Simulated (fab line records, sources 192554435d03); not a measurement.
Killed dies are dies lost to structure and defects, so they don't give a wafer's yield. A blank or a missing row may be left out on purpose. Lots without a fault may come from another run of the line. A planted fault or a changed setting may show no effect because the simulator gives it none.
A struck lot beside a sound one | flow n5_finfet | 42 steps out of a route of 1938
Sound: wafers L479.1, L479.4, L479.6. Struck: wafer L471.4. (L471.1 of the same lot was not struck and is left out.) The cause comes at the end.
At each step with rows: each side's tool, then ch and its chambers, then its first start. Under that, the readings that differ: sound wafers | struck wafers | difference of the means | sigmas: that difference in standard deviations of wafers without a fault.
alike: readings whose means differ by less than 2 such deviations, and words and numbers that are the same on both sides. not compared: withheld readings, readings that some wafer has no value for, bounds like >300 that may hide the same value, and numbers for which the record gives no deviation and whose values overlap.
The two part at a step that has a row with sigmas, a row that says differs or no value, or rows on one side only. Numbers that don't overlap but have no deviation are shown without sigmas and don't part them. A reading that every wafer of one side lacks parts them only if that side has two wafers or more.

first, 12 steps without rows for these wafers: N5_SD_EPI_N_STRIP_36 (strips in N2/H2); N5_SD_EPI_N_ETCHBACK_44 (etches SiNx in CH3F/O2, stops on SiO2, target depth 14.5 nm); N5_SD_EPI_N_ETCH_45 (etches SiOCN in CH3F/O2, target depth 6 nm); N5_SD_EPI_N_ETCH_16 (etches SiO2 in CHF3/O2, target depth 5 nm); N5_SD_EPI_N_STRIP_47 (strips in CHF3/O2); N5_SD_EPI_N_SD_RECESS_17 (chemistry HBr/Cl2/O2, target depth 41 nm, time 23.7 s, bt time 3 s); N5_SD_EPI_N_STRIP_38 (strips in N2/H2); N5_SD_EPI_N_WET_ETCH_43 (etches SiO2 in dHF, time 14 s, target depth 1.5 nm); N5_SD_EPI_N_STRIP_18 (strips in SPM, time 750 s); N5_SD_EPI_N_SRD_20 (time 30 s); N5_SD_EPI_N_PRECLEAN_48 (cleans in NF3:NH3, afs cycles 2, time 20 s, sublimation time 60 s); N5_SD_EPI_N_VAPOR_ETCH_50 (etches Si in HCl, time 54 s).
N5_SD_EPI_N_EPI_21: deposits Si:P, time 690 s.
  sound on epi_rpcvd-03 ch 0, day 8 04:10; struck on epi_rpcvd-04 ch 0, day 6 06:43
  reading                                   | sound          | struck | difference | sigmas
  model.Si-P_of_SD_EPI_N_EPI_21.thk_nm (nm) | 58.2 58.4 58.4 | 54.4   | -3.9       |
  not compared: susceptor_temp_C, susceptor_temp_C_max
N5_SD_EPI_N_EPI_MEAS_23:
  sound on film_metro-02, day 8 05:53; struck on film_metro-01, day 6 08:26
  reading     | sound          | struck | difference | sigmas
  thk_nm (nm) | 58.1 59.9 59.2 | 53.7   | -5.4       | -5
then, 24 steps without rows for these wafers: N5_SD_EPI_N_PRECLEAN_24 (cleans in O3/DIW, time 60 s); N5_SD_EPI_N_SRD_25 (time 30 s); N5_SD_EPI_N_PRECLEAN_49 (cleans in NF3:NH3, afs cycles 1, time 20 s, sublimation time 60 s); N5_SD_EPI_N_LINER_46 (material SiNx, target thk 3 nm); N5_SD_EPI_P_COAT_34 (time 60 s, resist thk 350 nm); N5_SD_EPI_P_COAT_35 (time 60 s, resist thk 35 nm); N5_SD_EPI_P_COAT_03 (resist thk 150 nm); N5_SD_EPI_P_EBR_05; N5_SD_EPI_P_SOFTBAKE_04 (time 60 s); N5_SD_EPI_P_EXPOSE_06 (exposes mask SD P BLK, target cd 240 nm); N5_SD_EPI_P_PEB_07 (peb time 60 s); N5_SD_EPI_P_DEVELOP_08 (develop time 30 s); N5_SD_EPI_P_DESCUM_14 (chemistry O2, time 7.9 s); N5_SD_EPI_P_ETCH_36 (etches SiARC in CF4, target depth 45.5 nm, time 75.8 s); N5_SD_EPI_P_ETCH_37 (etches SOC in N2/H2, overetch 108 nm, time 486 s); N5_SD_EPI_P_STRIP_38 (strips in N2/H2); N5_SD_EPI_P_ETCHBACK_46 (etches SiNx in CH3F/O2, stops on SiO2, target depth 17.5 nm); N5_SD_EPI_P_ETCH_47 (etches SiOCN in CH3F/O2, target depth 25 nm); N5_SD_EPI_P_ETCH_16 (etches SiO2 in CHF3/O2, target depth 5 nm); N5_SD_EPI_P_STRIP_50 (strips in CHF3/O2); N5_SD_EPI_P_SD_RECESS_17 (chemistry HBr/Cl2/O2, target depth 39.1 nm, bt time 3 s); N5_SD_EPI_P_WET_ETCH_45 (etches SiO2 in dHF, time 10.7 s, target depth 2 nm, rinse time 30 s); N5_SD_EPI_P_STRIP_40 (strips in N2/H2); N5_SD_EPI_P_PRECLEAN_52 (cleans in O3/DIW, time 60 s).
N5_SD_ACTIVATION_RS_MEAS_03: measures by four-point-probe.
  sound on film_metro-02, day 8 11:08; struck on film_metro-01, day 6 14:38
  reading          | sound             | struck | difference | sigmas
  RS_SD_N (ohm/sq) | 22.08 21.96 22.08 | 23.61  | +1.57      | +7
  alike: RS_SD_P
N5_MOL_CONTACT_COAG_ETCH_15: etches SiNx in CH3F/O2, stops on Si:P, target depth 7 nm.
  sound on rie_diel-06 ch 1,3, day 9 17:05; struck on rie_diel-04 ch 1, day 7 19:29
  reading                                   | sound          | struck | difference | sigmas
  model.Si-P_of_SD_EPI_N_EPI_21.thk_nm (nm) | 57.4 57.6 57.6 | 53.8   | -3.7       |
  alike: drypump_motor_current_A, oes_ar_750_au, oes_product_au, rf_vpp_V, showerhead_plenum_p_Torr, throttle_valve_pct
  not compared: rf_hours_counter_h
-- the record jumps here: 3 days lie between the struck wafers' starts before and after (it left off in module MOL_CONTACT_COAG and takes up again in module BEOL_M4, whose first step shown is number 1111 of the route) --
N5_BEOL_M4_RC_MEAS_101:
  sound on prober-01 ch 0, day 13 02:29; struck on prober-01 ch 0, day 11 04:28
  reading          | sound          | struck | difference | sigmas
  ION_N (uA/um)    | 700 697 688    | 653    | -42        | -3
  RS_SD_N (ohm/sq) | 28.5 28.8 28.7 | 30.8   | +2.1       | +7
  alike: DIBL_N, DIBL_P, IOFF_N, IOFF_P, ION_P, SS_N, SS_P, VT_N, VT_P
-- the record jumps here: 4 days lie between the struck wafers' starts before and after (it left off in module BEOL_M4 and takes up again in module PASSIVATION, whose first step shown is number 1936 of the route) --
N5_PASSIVATION_PROBE_49:
  sound on prober-02, day 17 09:47; struck on prober-01, day 15 13:11
  alike: defect_limited_yield, killed_at_M0_to_M3, killed_at_M4_up, killed_at_contacts, killed_at_front_end, killed_at_other, killed_dies, killed_open, killed_short, sort_bin_5_function, sort_bin_6_memory, sort_bin_8_speed, sort_n_pass, sort_yield_pct

WHERE THEY PART
First at N5_SD_EPI_N_EPI_MEAS_23; last, within this record, at N5_BEOL_M4_RC_MEAS_101. Later steps at which nothing parts them and some readings are alike: N5_PASSIVATION_PROBE_49.

WHY: what the simulator had put in
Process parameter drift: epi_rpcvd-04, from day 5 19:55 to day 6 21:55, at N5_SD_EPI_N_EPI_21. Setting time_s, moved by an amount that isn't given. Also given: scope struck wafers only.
